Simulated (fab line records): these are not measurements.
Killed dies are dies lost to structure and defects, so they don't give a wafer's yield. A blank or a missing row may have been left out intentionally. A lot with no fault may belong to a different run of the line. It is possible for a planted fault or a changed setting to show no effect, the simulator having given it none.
Split-lot trial + flow n5Finfet + 39 wafers read from 7 lots, route of 1938 steps

== THE SPLIT ITSELF ==
At N5_MOL_CONTACT_COAG_ETCH_106 (etches SOC in N2/H2, target depth 80 nm, overetch 16 nm, time 120 s), the setting sourceW was moved away from the recipe's 840 W on 15 of the 39 wafers read, by -18.3% to +15.6%. This setting was run at the recipe's value on the other wafers.

The reading comes from the split's own step.

== THE READING ==
rfVppV, in V, at N5_MOL_CONTACT_COAG_ETCH_106 (etches SOC in N2/H2, target depth 80 nm, overetch 16 nm, time 120 s). A value of 524.8 V with a standard deviation of 2.2 V is what fault-free wafers of this fab line usually give.

| wafer  | tool, chamber at the split | sourceW as run, W | against the recipe | rfVppV, V | against lot-mates on the recipe |
|--------|----------------------------|-------------------|--------------------|-----------|---------------------------------|
| L075.1 | rieDiel-04, 1              | 906               | +7.9%              | 512.0     | -13.2                           |
| L075.2 | rieDiel-04, 0              | 840               | recipe             | 525.1     | -                               |
| L075.3 | rieDiel-04, 3              | 906               | +7.9%              | 511.4     | -13.8                           |
| L075.4 | rieDiel-04, 2              | 906               | +7.9%              | 510.1     | -15.1                           |
| L075.5 | rieDiel-04, 1              | 840               | recipe             | 526.0     | -                               |
| L075.6 | rieDiel-04, 2              | 840               | recipe             | 524.4     | -                               |
| L082.1 | rieDiel-05, 0              | 964.4             | +14.8%             | 505.6     | -18.4                           |
| L082.2 | rieDiel-05, 1              | 840               | recipe             | 526.2     | -                               |
| L082.3 | rieDiel-05, 2              | 964.4             | +14.8%             | 500.7     | -23.3                           |
| L082.4 | rieDiel-05, 3              | 964.4             | +14.8%             | 498.0     | -26.0                           |
| L082.5 | rieDiel-05, 3              | 840               | recipe             | 521.1     | -                               |
| L082.6 | rieDiel-05, 2              | 840               | recipe             | 524.7     | -                               |
| L084.1 | rieDiel-03, 3              | 970.8             | +15.6%             | 500.0     | -24.2                           |
| L084.2 | rieDiel-03, 1              | 840               | recipe             | 520.3     | -                               |
| L084.3 | rieDiel-03, 2              | 840               | recipe             | 527.2     | -                               |
| L084.4 | rieDiel-03, 0              | 840               | recipe             | 525.1     | -                               |
| L084.5 | rieDiel-03, 3              | 970.8             | +15.6%             | 501.0     | -23.2                           |
| L084.6 | rieDiel-03, 0              | 970.8             | +15.6%             | 502.0     | -22.2                           |
| L085.1 | rieDiel-04, 3              | 840               | recipe             | 524.0     | -                               |
| L085.3 | rieDiel-04, 0              | 840               | recipe             | 525.8     | -                               |
| L085.6 | rieDiel-04, 3              | 840               | recipe             | 523.7     | -                               |
| L087.1 | rieDiel-03, 2              | 840               | recipe             | 527.5     | -                               |
| L087.2 | rieDiel-03, 3              | 840               | recipe             | 523.8     | -                               |
| L087.3 | rieDiel-03, 0              | 840               | recipe             | 525.2     | -                               |
| L087.4 | rieDiel-03, 1              | 840               | recipe             | 521.1     | -                               |
| L087.5 | rieDiel-03, 3              | 840               | recipe             | 523.5     | -                               |
| L087.6 | rieDiel-03, 2              | 840               | recipe             | 527.3     | -                               |
| L094.1 | rieDiel-05, 3              | 840               | recipe             | 521.6     | -                               |
| L094.2 | rieDiel-05, 2              | 686.3             | -18.3%             | 562.4     | +39.3                           |
| L094.3 | rieDiel-05, 1              | 840               | recipe             | 525.7     | -                               |
| L094.4 | rieDiel-05, 0              | 686.3             | -18.3%             | 565.1     | +42.0                           |
| L094.5 | rieDiel-05, 0              | 686.3             | -18.3%             | 564.6     | +41.5                           |
| L094.6 | rieDiel-05, 3              | 840               | recipe             | 522.1     | -                               |
| L097.1 | rieDiel-05, 3              | 840               | recipe             | 522.7     | -                               |
| L097.2 | rieDiel-05, 1              | 840               | recipe             | 526.4     | -                               |
| L097.3 | rieDiel-05, 2              | 768.4             | -8.5%              | 541.0     | +16.1                           |
| L097.4 | rieDiel-05, 3              | 768.4             | -8.5%              | 537.5     | +12.6                           |
| L097.5 | rieDiel-05, 2              | 768.4             | -8.5%              | 540.5     | +15.6                           |
| L097.6 | rieDiel-05, 1              | 840               | recipe             | 525.7     | -                               |

THE FIT
A straight line over all 39 wafers: rfVppV changes by -1.8 V for each +1% of sourceW; r = -0.98; the points scatter about the line by 3 V.
The same after taking each lot's own level away (the mean of its wafers on the recipe; 39 wafers): -1.82 V for each +1%; r = -0.98; scatter 3.2 V.
According to that fit, moving sourceW by its largest amount changes the reading by 33 V.
The span of the lots' own levels, 523.13 to 525.17 V, comes to 0.9 times the standard deviation stated above.
So the lot-to-lot level changes the slope little: the two slopes agree.
Check: with one of the wafers moved furthest among these (-18.3%) left out of the fit, the line predicts +33.7 V for it against its lot-mates. Against them it came out at +39.3 V.
Tool readings at the split's step, against how far the setting was moved: rfVppV r = -0.98.

== OTHER SPLITS APPLIED TO THESE WAFERS ==
These wafers also went through other splits before the reading. Each is held against what the fit with the lots' levels taken away leaves over:
| other split on the same wafers   | wafers away from the commonest value | r with rfVppV (lot level and that fit taken away) |
|----------------------------------|--------------------------------------|---------------------------------------------------|
| N5_FIN_SAQP_SPACER1_ALD_24 tempC | 12                                   | +0.25                                             |
| N5_DUMMY_GATE_ETCH_32 timeS      | 15                                   | +0.16                                             |
| N5_GATE_CUT_EXPOSE_10 doseMj     | 15                                   | +0.36                                             |

== THE WHOLE CHAIN: every reading that the file lists as answering this split, in the file's order ==
| step                         | what it does                                                        | reading                                                                                   | change (the file's fit)              | r (the file's) |
|------------------------------|---------------------------------------------------------------------|-------------------------------------------------------------------------------------------|--------------------------------------|----------------|
| N5_MOL_CONTACT_COAG_ETCH_106 | etches SOC in N2/H2, target depth 80 nm, overetch 16 nm, time 120 s | rfVppV                                                                                    | -1.8 V for each +1% of the setting   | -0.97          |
| N5_MOL_CONTACT_COAG_ETCH_106 | etches SOC in N2/H2, target depth 80 nm, overetch 16 nm, time 120 s | SiARC_of_MOL_CONTACT_COAG_COAT_104.thkNm (the simulator's own value, which no gauge read) | -0.03 nm for each +1% of the setting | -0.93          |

== FILE'S OWN FIT ==
rfVppV changes by -1.8 V for each +1% of sourceW, r = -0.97.
